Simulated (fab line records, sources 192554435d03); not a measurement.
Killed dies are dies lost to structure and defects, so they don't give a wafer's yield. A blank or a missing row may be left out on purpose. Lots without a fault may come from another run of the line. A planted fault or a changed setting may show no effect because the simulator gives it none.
One fault seen from 2 desks | flow n5_finfet | each desk has only its own numbers; what lay behind them comes last

THE TOOL OWNER'S DESK: pecvd-04
The tool's own readings at N5_BEOL_M14_ILD_DEP_00 (deposits SiO2 from TEOS/O2, target thk 1119.3 nm, time 237.4 s): means of the sampled wafers that have a number, for each lot that ran on this tool. A lot is out of limits, marked OUT, if its mean lies more than 4 standard deviations from the usual mean; the brackets give that distance.
Columns: A = heater_power_w at N5_BEOL_M14_ILD_DEP_00, usual 567 W; B = run_length_s at N5_BEOL_M14_ILD_DEP_00, usual 280.3 s; C = showerhead_plenum_p_Torr at N5_BEOL_M14_ILD_DEP_00, usual 8.35 Torr; D = throttle_valve_pct at N5_BEOL_M14_ILD_DEP_00, usual 18.5 %
lot  | first seen here | A   | B               | C    | D
L130 | day 12 22:16    | 652 | 280.7           | 8.34 | 18.3
L136 | day 13 12:59    | 562 | 280.4           | 8.39 | 18.7
L135 | day 13 13:44    | 649 | 280.9           | 8.32 | 18.5
L137 | day 14 22:00    | 561 | 292.2 (+15) OUT | 8.35 | 18.3
L139 | day 15 05:23    | 696 | 292.4 (+16) OUT | 8.35 | 18.2
L149 | day 17 11:55    | 646 | 280.9           | 8.33 | 18.4
L150 | day 17 19:44    | 619 | 281.0           | 8.36 | 18.5
This desk's finding: out of limits on L137, L139; first on L137, day 14 22:00 (run_length_s at N5_BEOL_M14_ILD_DEP_00). In limits: L130, L136, L135, L149, L150.

THE METROLOGY DESK
What the gauges read, lot by lot, whatever tool the lot ran on: means of the sampled wafers that have a number. A lot is out of limits, marked OUT, if its mean lies more than 4 standard deviations from the usual mean; the brackets give that distance.
Columns: A = M13_THK at N5_BEOL_M13_THK_MEAS_50, usual 416 nm; B = M14_ILD_THK at N5_BEOL_M14_THK_MEAS_01, usual 1122 nm
lot  | first seen here | A   | B
L130 | day 12 22:04    | 416 | 1119
L133 | day 12 22:33    | 415 | 1113
L136 | day 13 12:41    | 424 | 1158
L135 | day 13 13:32    | 413 | 1129
L132 | day 14 12:12    | 422 | 1116
L137 | day 14 21:49    | 422 | 1189 (+4.8) OUT
L139 | day 15 05:11    | 418 | 1176
L147 | day 16 21:53    | 410 | 1122
L149 | day 17 11:37    | 414 | 1129
L150 | day 17 19:32    | 415 | 1113
This desk's finding: out of limits on L137; first on L137, day 14 22:11 (M14_ILD_THK at N5_BEOL_M14_THK_MEAS_01). In limits: L130, L133, L136, L135, L132, L139, L147, L149, L150.

PUT TOGETHER
The tool owner's desk could have raised an alarm at day 14 22:00, on L137, L139.
The metrology desk could have raised an alarm at day 14 22:11, on L137.
The metrology desk has L139 on record, within its limits.
Of the lots named, all ran N5_BEOL_M14_ILD_DEP_00 on pecvd-04.

WHAT THE SIMULATOR HAD PUT IN
Process parameter drift: pecvd-04, from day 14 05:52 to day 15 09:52, at N5_BEOL_M14_ILD_DEP_00. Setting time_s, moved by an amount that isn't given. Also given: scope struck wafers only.
Lots struck among those shown: L137, L139.
Hours from the fault's start to each desk's first reading out of limits: the tool owner's desk, 16; the metrology desk, 16.
